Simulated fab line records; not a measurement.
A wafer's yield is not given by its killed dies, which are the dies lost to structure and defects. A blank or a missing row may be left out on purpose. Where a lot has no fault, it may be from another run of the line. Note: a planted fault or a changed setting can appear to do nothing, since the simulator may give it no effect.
fab line records ; flow nand-harc ; part 1 of 2: steps 1 to 21 of 30
[record] lots = 5; wafers = 15; last-day = 22
route steps=1159 shown A_STAIRCASE@623
lots that met no fault: from a run of the same line without faults
start-h: the number of hours between the record's first day and the start of the first shown wafer of the lot ; wait-h: time in hours since the lot's previous step ; " identical to the entry in the row above ; L1.1+2: one row covering several wafers at once ; - value missing, or start not given ; * or withheld: withheld ; < > ~ a bound
route shown NAME@n: NAME is a module with steps in the file, n the number in the route of the first one ; usual: mean/standard deviation of fault-free wafers ; same: alike in all rows ; chamber/n: place in a boat ; sites: each site's reading ; _std_site: the standard deviation of these ; _edge_site: the outer-site mean with the inner-site mean subtracted ; radius-mm: how far each site lies from the wafer's centre ; mask NAME#n: copy n ; behind: the most recent tool/chamber to have shaped the wafer ; hold: reason for holding the lot/hours on hold/outcome of the hold ; device: names the non-switching transistor (n, p or np) ; end of line: tests run on the same wafers once the route is complete ; a step without rows: its recipe alone ; killed: count of dies lost to structure and defects at first sort (not the wafer's yield) ; map: a wafer's dies, marking killed ones x, the rest . and places with no die _
set.NAME: the setting the step ran with; set.NAME@STEP: the setting that earlier step ran with ; model.NAME: the simulator's own value behind a step, which no gauge read
lots at selected steps of the route; one table per step, one row per wafer
services: from which hour (start-h, from the record's first day; less than 0 if before it) a tool's chamber was out of use, for how many hours, and why
[[steps]]
[step NHARC_A_STAIRCASE_TRIM_229]
[recipe] time-s = 211.2; o2-flow-sccm = 500; ar-flow-sccm = 0; bias-w = 0; chemistry = O2
[usual] drypump-motor-current-A = 5.70/0.27; oes-product-au = 1.001/0.0092; rf-vpp-V = 57.6/0.91; showerhead-plenum-p-Torr = 3.46/0.14; throttle-valve-pct = 17.036/0.0095
lot.wafer;tool;chamber;start-h;wait-h;drypump-motor-current-A;oes-product-au;rf-hours-counter-h;rf-vpp-V;showerhead-plenum-p-Torr;throttle-valve-pct
L075.1;rie-diel-11;3;270.64;0.1;5.37;0.994;22;58.0;3.67;17.031
L075.2;rie-diel-11;0;270.64;0.1;6.14;1.017;21;57.5;3.38;17.040
L075.4;rie-diel-11;2;270.64;0.1;5.96;0.993;26;57.1;3.37;17.035
L080.3;rie-diel-05;3;271.97;0.1;5.55;0.997;39;57.3;3.66;17.048
L080.4;rie-diel-05;0;271.97;0.1;5.60;0.987;35;58.8;3.39;17.041
L080.5;rie-diel-05;2;271.97;0.1;5.47;1.005;-;58.2;3.58;17.025
L081.1;rie-diel-02;0;293.96;0.2;5.09;1.010;53;57.5;3.28;17.022
L081.5;rie-diel-02;1;293.96;0.2;6.07;1.012;-;56.3;3.49;17.031
L081.6;rie-diel-02;2;293.96;0.2;5.80;1.014;-;59.1;3.32;17.019
L083.3;rie-diel-02;2;300.90;0.1;5.85;1.002;50;58.2;3.32;17.020
L083.2;rie-diel-02;3;300.90;0.1;5.68;0.997;53;58.6;3.56;17.037
L083.4;rie-diel-02;1;300.90;0.1;6.02;1.000;53;58.9;3.48;17.025
L087.1;rie-diel-05;2;315.68;0.1;5.48;0.989;54;58.0;3.57;17.039
L087.2;rie-diel-05;3;315.68;0.1;5.55;1.007;52;57.9;3.65;17.039
L087.6;rie-diel-05;2;315.68;0.1;5.49;1.002;-;56.8;3.57;17.027
[step NHARC_A_STAIRCASE_ETCH_230]
[recipe] target-depth-a = 1000; time-s = 40.5; ion-energy-ev = 400; c4f8-flow-sccm = 20; o2-flow-sccm = 10; ar-flow-sccm = withheld; rf-w = 600; bias-w = 1000; chemistry = C4F8/O2
[usual] oes-product-au = 0.947/0.018; rf-vpp-V = 893/5
lot.wafer;tool;chamber;start-h;wait-h;oes-product-au;rf-hours-counter-h;rf-vpp-V
L075.1;rie-diel-11;1;-;-;0.948;24;887
L075.4;rie-diel-11;3;-;-;0.929;22;900
L075.2;rie-diel-11;0;-;-;0.956;21;890
L080.3;rie-diel-05;3;-;-;0.911;39;900
L080.4;rie-diel-05;0;-;-;0.912;35;890
L080.5;rie-diel-05;2;-;-;0.922;-;898
L081.1;rie-diel-02;2;-;-;0.948;48;890
L081.5;rie-diel-02;0;-;-;0.963;-;887
L081.6;rie-diel-02;1;-;-;0.955;-;894
L083.4;rie-diel-02;0;-;-;0.981;56;886
L083.2;rie-diel-02;1;-;-;0.998;53;894
L083.3;rie-diel-02;2;-;-;0.978;50;888
L087.2;rie-diel-05;2;-;-;0.956;54;899
L087.1;rie-diel-05;3;-;-;0.960;53;899
L087.6;rie-diel-05;2;-;-;0.956;-;896
[step NHARC_A_STAIRCASE_TRIM_231]
[recipe] time-s = 211.2; o2-flow-sccm = 500; ar-flow-sccm = 0; bias-w = 0; chemistry = O2
[usual] drypump-motor-current-A = 5.68/0.27; oes-product-au = 1.000/0.01; rf-vpp-V = 57.5/0.9; showerhead-plenum-p-Torr = 3.46/0.14; throttle-valve-pct = 17.036/0.0094
lot.wafer;tool;chamber;start-h;wait-h;drypump-motor-current-A;oes-product-au;rf-hours-counter-h;rf-vpp-V;showerhead-plenum-p-Torr;throttle-valve-pct
L075.4;rie-diel-11;0;-;-;6.17;1.008;21;57.9;3.38;17.036
L075.2;rie-diel-11;1;-;-;5.63;0.989;24;55.6;3.33;17.052
L075.1;rie-diel-11;2;-;-;5.95;0.996;26;57.4;3.37;17.043
L080.4;rie-diel-05;0;-;-;5.61;0.976;35;56.5;3.39;17.015
L080.3;rie-diel-05;2;-;-;5.49;0.976;41;57.5;3.58;17.028
L080.5;rie-diel-05;3;-;-;5.55;0.985;-;58.7;3.66;17.031
L081.1;rie-diel-02;0;-;-;5.11;1.009;53;58.0;3.28;17.029
L081.6;rie-diel-02;3;-;-;5.67;1.010;-;57.8;3.56;17.040
L081.5;rie-diel-02;0;-;-;5.10;0.999;-;56.8;3.28;17.022
L083.4;rie-diel-02;0;-;-;5.11;1.013;56;56.6;3.28;17.044
L083.3;rie-diel-02;1;-;-;6.06;1.011;53;57.1;3.48;17.034
L083.2;rie-diel-02;2;-;-;5.83;1.011;50;57.8;3.32;17.034
L087.1;rie-diel-05;2;-;-;5.50;0.999;54;57.8;3.57;17.034
L087.2;rie-diel-05;0;-;-;5.62;0.976;47;56.3;3.38;17.051
L087.6;rie-diel-05;3;-;-;5.56;0.997;-;57.5;3.65;17.037
[step NHARC_A_STAIRCASE_ETCH_232]
[recipe] target-depth-a = 1000; time-s = 40.5; ion-energy-ev = 400; c4f8-flow-sccm = 20; o2-flow-sccm = 10; ar-flow-sccm = withheld; rf-w = 600; bias-w = 1000; chemistry = C4F8/O2
[usual] oes-product-au = 0.943/0.014; rf-vpp-V = 894/5.1
lot.wafer;tool;chamber;start-h;wait-h;oes-product-au;rf-hours-counter-h;rf-vpp-V
L075.4;rie-diel-11;3;-;-;0.929;22;901
L075.1;rie-diel-11;0;-;-;0.943;21;889
L075.2;rie-diel-11;1;-;-;0.950;24;889
L080.3;rie-diel-05;2;-;-;0.933;41;897
L080.4;rie-diel-05;3;-;-;0.920;39;901
L080.5;rie-diel-05;3;-;-;0.925;-;899
L081.1;rie-diel-02;2;-;-;0.966;48;889
L081.6;rie-diel-02;2;-;-;0.962;-;887
L081.5;rie-diel-02;3;-;-;0.957;-;898
L083.4;rie-diel-02;0;-;-;0.966;56;886
L083.3;rie-diel-02;2;-;-;0.969;50;889
L083.2;rie-diel-02;3;-;-;0.973;53;897
L087.1;rie-diel-05;2;-;-;0.946;54;898
L087.2;rie-diel-05;3;-;-;0.949;53;901
L087.6;rie-diel-05;0;-;-;0.941;-;889
[step NHARC_A_STAIRCASE_TRIM_233]
[recipe] time-s = 211.2; o2-flow-sccm = 500; ar-flow-sccm = 0; bias-w = 0; chemistry = O2
[usual] drypump-motor-current-A = 5.67/0.28; oes-product-au = 1.000/0.0096; rf-vpp-V = 57.7/0.83; showerhead-plenum-p-Torr = 3.47/0.14; throttle-valve-pct = 17.036/0.0095
lot.wafer;tool;chamber;start-h;wait-h;drypump-motor-current-A;oes-product-au;rf-hours-counter-h;rf-vpp-V;showerhead-plenum-p-Torr;throttle-valve-pct
L075.2;rie-diel-11;0;-;-;6.12;1.010;21;56.3;3.38;17.027
L075.4;rie-diel-11;1;-;-;5.61;0.991;24;56.7;3.33;17.041
L075.1;rie-diel-11;2;-;-;5.98;0.987;26;58.3;3.37;17.032
L080.4;rie-diel-05;2;-;-;5.50;0.995;41;58.6;3.58;17.042
L080.3;rie-diel-05;0;-;-;5.62;0.978;35;57.7;3.39;17.047
L080.5;rie-diel-05;1;-;-;5.70;1.009;-;57.4;3.61;17.056
L081.1;rie-diel-02;1;-;-;6.01;0.999;50;58.2;3.49;17.042
L081.5;rie-diel-02;0;-;-;5.11;1.006;-;58.5;3.28;17.032
L081.6;rie-diel-02;1;-;-;6.03;1.009;-;58.8;3.49;17.032
L083.3;rie-diel-02;3;-;-;5.65;1.009;53;57.8;3.56;17.041
L083.2;rie-diel-02;1;-;-;6.00;1.016;53;57.9;3.48;17.048
L083.4;rie-diel-02;2;-;-;5.84;1.023;50;57.2;3.32;17.029
L087.1;rie-diel-05;2;-;-;5.48;0.990;54;59.0;3.57;17.013
L087.2;rie-diel-05;0;-;-;5.60;0.984;47;56.5;3.38;17.026
L087.6;rie-diel-05;2;-;-;5.48;0.998;-;57.6;3.57;17.035
[step NHARC_A_STAIRCASE_ETCH_234]
[recipe] target-depth-a = 1000; time-s = 40.5; ion-energy-ev = 400; c4f8-flow-sccm = 20; o2-flow-sccm = 10; ar-flow-sccm = withheld; rf-w = 600; bias-w = 1000; chemistry = C4F8/O2
[usual] oes-product-au = 0.941/0.012; rf-vpp-V = 894/5.1
lot.wafer;tool;chamber;start-h;wait-h;oes-product-au;rf-hours-counter-h;rf-vpp-V
L075.1;rie-diel-11;2;-;-;0.949;26;891
L075.4;rie-diel-11;3;-;-;0.930;22;900
L075.2;rie-diel-11;0;-;-;0.947;21;890
L080.4;rie-diel-05;1;-;-;0.949;36;898
L080.3;rie-diel-05;2;-;-;0.936;41;897
L080.5;rie-diel-05;0;-;-;0.927;-;891
L081.1;rie-diel-02;1;-;-;0.948;50;893
L081.5;rie-diel-02;2;-;-;0.951;-;888
L081.6;rie-diel-02;3;-;-;0.956;-;896
L083.4;rie-diel-02;3;-;-;0.952;54;896
L083.2;rie-diel-02;1;-;-;0.966;53;895
L083.3;rie-diel-02;2;-;-;0.952;50;888
L087.1;rie-diel-05;0;-;-;0.926;47;892
L087.2;rie-diel-05;2;-;-;0.947;55;898
L087.6;rie-diel-05;2;-;-;0.945;-;898
[step NHARC_A_STAIRCASE_TRIM_235]
[recipe] time-s = 211.2; o2-flow-sccm = 500; ar-flow-sccm = 0; bias-w = 0; chemistry = O2
[usual] drypump-motor-current-A = 5.69/0.27; oes-product-au = 1.000/0.0091; rf-vpp-V = 57.7/0.87; showerhead-plenum-p-Torr = 3.46/0.14; throttle-valve-pct = 17.038/0.009
lot.wafer;tool;chamber;start-h;wait-h;drypump-motor-current-A;oes-product-au;rf-hours-counter-h;rf-vpp-V;showerhead-plenum-p-Torr;throttle-valve-pct
L075.2;rie-diel-11;3;-;-;5.38;1.008;22;58.1;3.67;17.028
L075.4;rie-diel-11;0;-;-;6.15;1.000;21;57.9;3.38;17.030
L075.1;rie-diel-11;2;-;-;5.97;1.002;26;58.7;3.37;17.048
L080.4;rie-diel-05;0;-;-;5.59;0.994;35;57.6;3.39;17.027
L080.3;rie-diel-05;2;-;-;5.51;1.004;41;59.1;3.58;17.038
L080.5;rie-diel-05;0;-;-;5.61;0.988;-;57.5;3.39;17.044
L081.1;rie-diel-02;1;-;-;6.00;1.003;50;57.7;3.49;17.024
L081.6;rie-diel-02;2;-;-;5.87;1.001;-;56.3;3.32;17.049
L081.5;rie-diel-02;3;-;-;5.68;1.005;-;58.8;3.56;17.027
L083.2;rie-diel-02;3;-;-;5.70;1.007;54;58.8;3.56;17.047
L083.4;rie-diel-02;0;-;-;5.10;1.000;56;58.3;3.28;17.030
L083.3;rie-diel-02;1;-;-;6.01;1.005;53;58.8;3.48;17.045
L087.2;rie-diel-05;3;-;-;5.55;0.995;53;56.9;3.65;17.040
L087.1;rie-diel-05;0;-;-;5.61;0.988;47;57.1;3.38;17.045
L087.6;rie-diel-05;3;-;-;5.58;1.005;-;58.2;3.65;17.041
[step NHARC_A_STAIRCASE_ETCH_236]
[recipe] target-depth-a = 1000; time-s = 40.5; ion-energy-ev = 400; c4f8-flow-sccm = 20; o2-flow-sccm = 10; ar-flow-sccm = withheld; rf-w = 600; bias-w = 1000; chemistry = C4F8/O2
[usual] oes-product-au = 0.942/0.012; rf-vpp-V = 894/5.2
lot.wafer;tool;chamber;start-h;wait-h;oes-product-au;rf-hours-counter-h;rf-vpp-V
L075.4;rie-diel-11;1;-;-;0.931;25;888
L075.1;rie-diel-11;2;-;-;0.942;27;889
L075.2;rie-diel-11;3;-;-;0.935;23;901
L080.4;rie-diel-05;1;-;-;0.946;36;898
L080.3;rie-diel-05;2;-;-;0.924;41;897
L080.5;rie-diel-05;0;-;-;0.913;-;890
L081.1;rie-diel-02;1;-;-;0.932;50;893
L081.5;rie-diel-02;2;-;-;0.938;-;890
L081.6;rie-diel-02;3;-;-;0.945;-;896
L083.2;rie-diel-02;0;-;-;0.951;56;887
L083.4;rie-diel-02;1;-;-;0.967;53;896
L083.3;rie-diel-02;2;-;-;0.940;50;889
L087.1;rie-diel-05;3;-;-;0.932;53;900
L087.2;rie-diel-05;0;-;-;0.932;47;891
L087.6;rie-diel-05;0;-;-;0.925;-;891
[step NHARC_A_STAIRCASE_STRIP_238]
[recipe] power-w = 1500; temp-c = 250; chemistry = O2
[usual] drypump-motor-current-A = 5.76/0.3; heater-power-w = 336/39
lot.wafer;tool;chamber;start-h;wait-h;drypump-motor-current-A;heater-power-w;rf-hours-counter-h
L075.2;plasma-asher-02;0;271.83;0.1;5.64;393;30
L075.1;plasma-asher-02;1;271.83;0.1;6.23;312;30
L075.4;plasma-asher-02;0;271.83;0.1;5.62;398;-
L080.4;plasma-asher-02;1;273.11;0.2;6.22;319;-
L080.3;plasma-asher-02;0;273.11;0.2;5.61;399;-
L080.5;plasma-asher-02;1;273.11;0.2;6.24;307;-
L081.1;plasma-asher-01;0;296.25;1.2;5.70;302;7
L081.5;plasma-asher-01;1;296.25;1.2;5.41;325;-
L081.6;plasma-asher-01;0;296.25;1.2;5.71;307;-
L083.2;plasma-asher-02;0;301.97;0.1;5.62;399;35
L083.3;plasma-asher-02;0;301.97;0.1;5.63;405;-
L083.4;plasma-asher-02;1;301.97;0.1;6.20;316;-
L087.2;plasma-asher-02;0;316.93;0.1;5.63;400;39
L087.1;plasma-asher-02;1;316.93;0.1;6.22;311;39
L087.6;plasma-asher-02;1;316.93;0.1;6.22;318;-
[step NHARC_A_STAIRCASE_STRIP_239]
[recipe] time-s = 900; temp-c = 130; chemistry = SPM
[usual] bath-guard-temp-C = 130.0/0.52
lot.wafer;tool;chamber;start-h;wait-h;bath-guard-temp-C
L075.1;wet-bench-09;0;272.20;0.3;129.0
L075.4;wet-bench-09;2;272.20;0.3;130.5
L075.2;wet-bench-09;3;272.20;0.3;130.7
L080.4;wet-bench-09;5;273.39;0.2;130.6
L080.5;wet-bench-09;6;273.39;0.2;130.6
L080.3;wet-bench-09;0;273.39;0.2;128.8
L081.1;wet-bench-07;2;296.55;0.3;130.4
L081.5;wet-bench-07;4;296.55;0.3;130.9
L081.6;wet-bench-07;5;296.55;0.3;130.3
L083.2;wet-bench-03;2;302.33;0.3;130.0
L083.3;wet-bench-03;3;302.33;0.3;129.4
L083.4;wet-bench-03;6;302.33;0.3;129.6
L087.6;wet-bench-03;4;317.29;0.1;130.8
L087.1;wet-bench-03;6;317.29;0.1;129.3
L087.2;wet-bench-03;7;317.29;0.1;130.5
[step NHARC_A_STAIRCASE_PRECLEAN_240]
[recipe] time-s = *; temp-c = 50; bath-age-min = 0; chemistry = SC1
[usual] bath-guard-temp-C = 50.0/0.53
lot.wafer;tool;chamber;start-h;wait-h;bath-guard-temp-C
L075.1;wet-bench-09;0;-;-;49.4
L075.4;wet-bench-09;2;-;-;50.5
L075.2;wet-bench-09;3;-;-;50.6
L080.4;wet-bench-09;5;-;-;50.8
L080.5;wet-bench-09;6;-;-;50.6
L080.3;wet-bench-09;0;-;-;49.1
L081.1;wet-bench-07;2;-;-;50.5
L081.5;wet-bench-07;4;-;-;50.9
L081.6;wet-bench-07;5;-;-;49.8
L083.2;wet-bench-03;2;-;-;50.2
L083.3;wet-bench-03;3;-;-;49.9
L083.4;wet-bench-03;6;-;-;49.2
L087.6;wet-bench-03;4;-;-;50.7
L087.1;wet-bench-03;6;-;-;49.6
L087.2;wet-bench-03;7;-;-;50.3
[step NHARC_A_STAIRCASE_SRD_241]
lot.wafer;tool;chamber;start-h;wait-h
L075.1+4+2;wet-bench-09;0,2,3;-;-
L080.4+5+3;wet-bench-09;5,6,0;-;-
L081.1+5+6;wet-bench-07;2,4,5;-;-
L083.2+3+4;wet-bench-03;2,3,6;-;-
L087.6+1+2;wet-bench-03;4,6,7;-;-
[step NHARC_A_STAIRCASE_DEHYDRATE_242]
[recipe] temp-c = 150; time-s = 120
[usual] heater-power-total-W = 182.6/1.2; resist-line-temp-C = 23.02/0.1
lot.wafer;tool;chamber;start-h;wait-h;heater-power-total-W;resist-line-temp-C
L075.1;litho-track-02;0;272.64;-;183.6;22.99
L075.2;litho-track-02;0;272.64;-;181.3;23.01
L075.4;litho-track-02;0;272.64;-;183.0;22.95
L080.3;litho-track-05;0;273.85;-;181.5;23.12
L080.4;litho-track-05;0;273.85;-;181.6;22.97
L080.5;litho-track-05;0;273.85;-;182.1;23.03
L081.1;litho-track-03;0;297.01;-;182.4;23.06
L081.5;litho-track-03;0;297.01;-;183.6;23.00
L081.6;litho-track-03;0;297.01;-;183.6;22.94
L083.2;litho-track-05;0;302.78;-;181.3;22.91
L083.3;litho-track-05;0;302.78;-;183.0;23.05
L083.4;litho-track-05;0;302.78;-;182.7;23.05
L087.1;litho-track-03;0;317.73;-;183.7;23.30
L087.2;litho-track-03;0;317.73;-;182.1;23.20
L087.6;litho-track-03;0;317.73;-;183.9;23.09
[step NHARC_A_STAIRCASE_HMDS_243]
[recipe] time-s = 30
[usual] resist-line-temp-C = 23.01/0.1
lot.wafer;tool;chamber;start-h;wait-h;resist-line-temp-C
L075.1;litho-track-02;0;-;-;22.82
L075.2;litho-track-02;0;-;-;22.83
L075.4;litho-track-02;0;-;-;22.85
L080.3;litho-track-05;0;-;-;23.00
L080.4;litho-track-05;0;-;-;22.92
L080.5;litho-track-05;0;-;-;23.10
L081.1;litho-track-03;0;-;-;23.13
L081.5;litho-track-03;0;-;-;23.08
L081.6;litho-track-03;0;-;-;23.03
L083.2;litho-track-05;0;-;-;23.15
L083.3;litho-track-05;0;-;-;23.16
L083.4;litho-track-05;0;-;-;22.97
L087.1;litho-track-03;0;-;-;23.07
L087.2;litho-track-03;0;-;-;23.00
L087.6;litho-track-03;0;-;-;22.98
[step NHARC_A_STAIRCASE_COAT_244]
[recipe] spin-rpm = 1200
[usual] resist-line-temp-C = 23.00/0.11
lot.wafer;tool;chamber;start-h;wait-h;resist-line-temp-C
L075.1;litho-track-02;0;-;-;22.95
L075.2;litho-track-02;0;-;-;22.96
L075.4;litho-track-02;0;-;-;22.97
L080.3;litho-track-05;0;-;-;23.09
L080.4;litho-track-05;0;-;-;22.93
L080.5;litho-track-05;0;-;-;23.01
L081.1;litho-track-03;0;-;-;23.05
L081.5;litho-track-03;0;-;-;23.08
L081.6;litho-track-03;0;-;-;22.93
L083.2;litho-track-05;0;-;-;22.85
L083.3;litho-track-05;0;-;-;22.89
L083.4;litho-track-05;0;-;-;22.87
L087.1;litho-track-03;0;-;-;22.77
L087.2;litho-track-03;0;-;-;23.06
L087.6;litho-track-03;0;-;-;22.95
[step NHARC_A_STAIRCASE_SOFTBAKE_245]
[recipe] temp-c = 135; time-s = 170
[usual] heater-power-total-W = 134.5/0.98; resist-line-temp-C = 23.01/0.11
lot.wafer;tool;chamber;start-h;wait-h;heater-power-total-W;resist-line-temp-C
L075.1;litho-track-02;0;-;-;135.2;22.93
L075.2;litho-track-02;0;-;-;134.9;22.69
L075.4;litho-track-02;0;-;-;134.8;22.89
L080.3;litho-track-05;0;-;-;136.4;22.98
L080.4;litho-track-05;0;-;-;135.5;23.13
L080.5;litho-track-05;0;-;-;133.1;23.09
L081.1;litho-track-03;0;-;-;133.5;23.10
L081.5;litho-track-03;0;-;-;134.4;23.16
L081.6;litho-track-03;0;-;-;134.2;23.18
L083.2;litho-track-05;0;-;-;135.4;23.25
L083.3;litho-track-05;0;-;-;133.4;23.08
L083.4;litho-track-05;0;-;-;133.8;23.29
L087.1;litho-track-03;0;-;-;134.9;23.13
L087.2;litho-track-03;0;-;-;134.3;23.07
L087.6;litho-track-03;0;-;-;133.7;22.83
[step NHARC_A_STAIRCASE_EBR_246]
[usual] resist-line-temp-C = 23.02/0.1
lot.wafer;tool;chamber;start-h;wait-h;resist-line-temp-C
L075.1;litho-track-02;0;-;-;23.05
L075.2;litho-track-02;0;-;-;22.96
L075.4;litho-track-02;0;-;-;22.88
L080.3;litho-track-05;0;-;-;22.93
L080.4;litho-track-05;0;-;-;22.87
L080.5;litho-track-05;0;-;-;23.05
L081.1;litho-track-03;0;-;-;23.08
L081.5;litho-track-03;0;-;-;23.14
L081.6;litho-track-03;0;-;-;23.26
L083.2;litho-track-05;0;-;-;23.18
L083.3;litho-track-05;0;-;-;23.05
L083.4;litho-track-05;0;-;-;23.03
L087.1;litho-track-03;0;-;-;23.05
L087.2;litho-track-03;0;-;-;22.95
L087.6;litho-track-03;0;-;-;23.01
[step NHARC_A_STAIRCASE_EXPOSE_247]
[recipe] na = 0.5; dose-mj = 25.34; mask-id = SDS_1
lot.wafer;tool;chamber;start-h;wait-h;mask
L075.1+2+4;krf-scanner-02;0;272.97;-;SDS_1#0
L080.3+4+5;krf-scanner-04;0;274.19;-;SDS_1#0
L081.1+5+6;krf-scanner-01;0;297.22;-;SDS_1#0
L083.2+3+4;krf-scanner-01;0;303.12;-;SDS_1#0
L087.1+2+6;krf-scanner-01;0;317.94;-;SDS_1#0
[step NHARC_A_STAIRCASE_PEB_248]
[recipe] peb-temp-c = 115; peb-time-s = 130
[usual] heater-power-total-W = 123.88/0.19; resist-line-temp-C = 22.99/0.11
lot.wafer;tool;chamber;start-h;wait-h;heater-power-total-W;resist-line-temp-C
L075.1;litho-track-03;0;273.04;0.1;123.70;23.05
L075.2;litho-track-03;0;273.04;0.1;123.64;23.04
L075.4;litho-track-03;0;273.04;0.1;123.80;23.00
L080.3;litho-track-02;0;274.25;0.1;123.57;23.19
L080.4;litho-track-02;0;274.25;0.1;124.11;23.01
L080.5;litho-track-02;0;274.25;0.1;123.98;23.14
L081.1;litho-track-03;0;297.29;0.1;124.08;22.82
L081.5;litho-track-03;0;297.29;0.1;123.58;23.05
L081.6;litho-track-03;0;297.29;0.1;123.77;22.96
L083.2;litho-track-03;0;303.18;0.1;124.05;23.00
L083.3;litho-track-03;0;303.18;0.1;123.69;22.97
L083.4;litho-track-03;0;303.18;0.1;123.75;23.00
L087.1;litho-track-05;0;318.01;0.1;123.96;22.86
L087.2;litho-track-05;0;318.01;0.1;124.02;22.78
L087.6;litho-track-05;0;318.01;0.1;123.98;22.96
[step NHARC_A_STAIRCASE_DEVELOP_249]
[recipe] time-s = 140
[usual] resist-line-temp-C = 23.02/0.089
lot.wafer;tool;chamber;start-h;wait-h;resist-line-temp-C
L075.1;litho-track-03;0;-;-;23.18
L075.2;litho-track-03;0;-;-;22.90
L075.4;litho-track-03;0;-;-;23.10
L080.3;litho-track-02;0;-;-;23.03
L080.4;litho-track-02;0;-;-;23.03
L080.5;litho-track-02;0;-;-;23.08
L081.1;litho-track-03;0;-;-;23.04
L081.5;litho-track-03;0;-;-;23.07
L081.6;litho-track-03;0;-;-;23.13
L083.2;litho-track-03;0;-;-;22.99
L083.3;litho-track-03;0;-;-;23.04
L083.4;litho-track-03;0;-;-;23.25
L087.1;litho-track-05;0;-;-;23.05
L087.2;litho-track-05;0;-;-;23.01
L087.6;litho-track-05;0;-;-;23.03
[step NHARC_A_STAIRCASE_HARDBAKE_251]
[recipe] temp-c = 120; time-s = 140
[usual] heater-power-total-W = 127.31/0.2; resist-line-temp-C = 23.04/0.11
lot.wafer;tool;chamber;start-h;wait-h;heater-power-total-W;resist-line-temp-C
L075.1;litho-track-03;0;273.26;-;127.49;23.25
L075.2;litho-track-03;0;273.26;-;127.30;23.21
L075.4;litho-track-03;0;273.26;-;127.42;23.22
L080.3;litho-track-02;0;274.47;-;127.43;22.91
L080.4;litho-track-02;0;274.47;-;127.01;22.96
L080.5;litho-track-02;0;274.47;-;126.96;23.11
L081.1;litho-track-03;0;297.51;-;127.19;23.09
L081.5;litho-track-03;0;297.51;-;127.27;23.00
L081.6;litho-track-03;0;297.51;-;127.49;23.04
L083.2;litho-track-05;0;303.40;-;127.14;22.93
L083.3;litho-track-05;0;303.40;-;127.45;23.03
L083.4;litho-track-05;0;303.40;-;127.16;23.30
L087.1;litho-track-02;0;318.23;-;127.18;22.78
L087.2;litho-track-02;0;318.23;-;127.29;22.75
L087.6;litho-track-02;0;318.23;-;127.29;22.99
